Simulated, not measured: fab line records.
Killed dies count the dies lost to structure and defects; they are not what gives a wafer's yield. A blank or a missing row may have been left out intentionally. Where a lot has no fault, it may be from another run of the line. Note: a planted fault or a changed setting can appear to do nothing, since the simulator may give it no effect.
Chamber matching / flow nand-harc / NHARC_A_M0_DEP_32 on pecvd-03: 3 sister chambers
The step deposits SiCN, target thk 30 nm. 5 wafers are shown with their chamber, then 8 later ones without.

EACH WAFER AND ITS CHAMBER
wafer=L082.5; chamber=0; heater-power-w (W)=676; heater-power-outer-w (W)=396
wafer=L087.2; chamber=1; heater-power-w (W)=592; heater-power-outer-w (W)=354
wafer=L087.3; chamber=2; heater-power-w (W)=484; heater-power-outer-w (W)=276
wafer=L087.6; chamber=1; heater-power-w (W)=602; heater-power-outer-w (W)=362
wafer=L089.3; chamber=0; heater-power-w (W)=672; heater-power-outer-w (W)=399

WAFERS WHOSE CHAMBER IS MISSING
wafer=L089.4; heater-power-w (W)=640; heater-power-outer-w (W)=389
wafer=L089.5; heater-power-w (W)=538; heater-power-outer-w (W)=309
wafer=L090.2; heater-power-w (W)=623; heater-power-outer-w (W)=355
wafer=L090.3; heater-power-w (W)=535; heater-power-outer-w (W)=311
wafer=L090.6; heater-power-w (W)=571; heater-power-outer-w (W)=326
wafer=L092.3; heater-power-w (W)=691; heater-power-outer-w (W)=409
wafer=L092.4; heater-power-w (W)=599; heater-power-outer-w (W)=374
wafer=L092.5; heater-power-w (W)=544; heater-power-outer-w (W)=322

EACH ONE'S CHAMBER
wafer=L089.4; from the rows above=0; in truth=0
wafer=L089.5; from the rows above=2; in truth=2
wafer=L090.2; from the rows above=1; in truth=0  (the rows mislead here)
wafer=L090.3; from the rows above=2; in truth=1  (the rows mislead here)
wafer=L090.6; from the rows above=1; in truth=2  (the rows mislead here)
wafer=L092.3; from the rows above=0; in truth=0
wafer=L092.4; from the rows above=1; in truth=1
wafer=L092.5; from the rows above=1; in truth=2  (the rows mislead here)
Correctly placed: 4 of 8. From these rows, 0 cannot be placed. Wrongly placed: 4.
How it was worked out, from the rows above alone: a wafer's distance from a chamber is the root of the sum, over the readings, of the square of ((its reading less the chamber's mean) divided by the reading's scatter). The wafer belongs to the nearest chamber; if the next one is less than 2 further off, it can't be placed. Each chamber's mean is taken over the wafers shown for it. How the scatter is found: for the shown wafers, subtract from each reading the mean of its chamber, square and add these, divide the total by (wafers less chambers), then take the root.
